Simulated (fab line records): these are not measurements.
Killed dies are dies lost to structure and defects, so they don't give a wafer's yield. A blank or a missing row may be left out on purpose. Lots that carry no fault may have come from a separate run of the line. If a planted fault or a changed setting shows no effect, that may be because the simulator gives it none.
Chamber matching | flow n5_finfet | 4 sister chambers for N5_BEOL_M4_ETCHBACK_99 on rie_diel-06
The step etches SiO2 in CHF3, target depth 5 nm, time 10.4 s. 14 wafers are shown with their chamber, then 7 later ones without.

## WAFERS PAIRED WITH THEIR CHAMBERS
wafer  | chamber | drypump_motor_current_A (A) | rf_vpp_V (V) | showerhead_plenum_p_Torr (Torr)
L076.1 | 3       | 6.4                         | 228          | 2.07
L076.4 | 0       | 6.6                         | 238          | 2.13
L076.5 | 3       | 6.5                         | 227          | 2.06
L079.1 | 2       | 5.5                         | 248          | 2.02
L079.2 | 1       | 6.0                         | 240          | 2.10
L079.3 | 0       | 6.6                         | 236          | 2.13
L085.1 | 2       | 5.4                         | 248          | 2.01
L085.2 | 0       | 6.6                         | 237          | 2.13
L085.5 | 0       | 6.6                         | 238          | 2.13
L088.2 | 0       | 6.6                         | 236          | 2.13
L088.4 | 3       | 6.5                         | 226          | 2.06
L088.5 | 0       | 6.6                         | 238          | 2.13
L091.1 | 0       | 6.6                         | 236          | 2.12
L091.5 | 1       | 6.0                         | 241          | 2.09

SIGNATURES, as means of the wafers listed above
reading                  | chamber 0 | chamber 1 | chamber 2 | chamber 3 | scatter within a chamber
drypump_motor_current_A  | 6.600     | 6.000     | 5.450     | 6.467     | 0.0342
rf_vpp_V                 | 237.00    | 240.50    | 248.00    | 227.00    | 0.922
showerhead_plenum_p_Torr | 2.1286    | 2.0950    | 2.0150    | 2.0633    | 0.00502
Rule: distance of a wafer from a chamber = root of the sum over the readings of ((wafer's reading minus chamber's mean) / reading's scatter) squared. The wafer belongs to the nearest chamber; if the next one is less than 2 further off, it can't be placed. The scatter is the square root of a quotient: the sum, over the shown wafers, of each reading's squared deviation from its chamber's mean, divided by wafers minus chambers.

## WAFERS WHOSE CHAMBER IS MISSING
wafer  | drypump_motor_current_A (A) | rf_vpp_V (V) | showerhead_plenum_p_Torr (Torr)
L091.6 | 5.4                         | 248          | 2.01
L092.1 | 5.5                         | 247          | 2.00
L092.3 | 6.6                         | 237          | 2.12
L092.4 | 6.5                         | 229          | 2.05
L095.3 | 6.6                         | 235          | 2.12
L095.5 | 6.0                         | 244          | 2.08
L095.6 | 6.6                         | 237          | 2.12

## THE CHAMBER EACH PASSED THROUGH
wafer  | from the rows above | in truth
L091.6 | 2                   | 2
L092.1 | 2                   | 2
L092.3 | 0                   | 0
L092.4 | 3                   | 3
L095.3 | 0                   | 0
L095.5 | 1                   | 1
L095.6 | 0                   | 0
Correctly placed: 7 of 7. Number that these rows cannot place: 0. 0 placed wrongly.
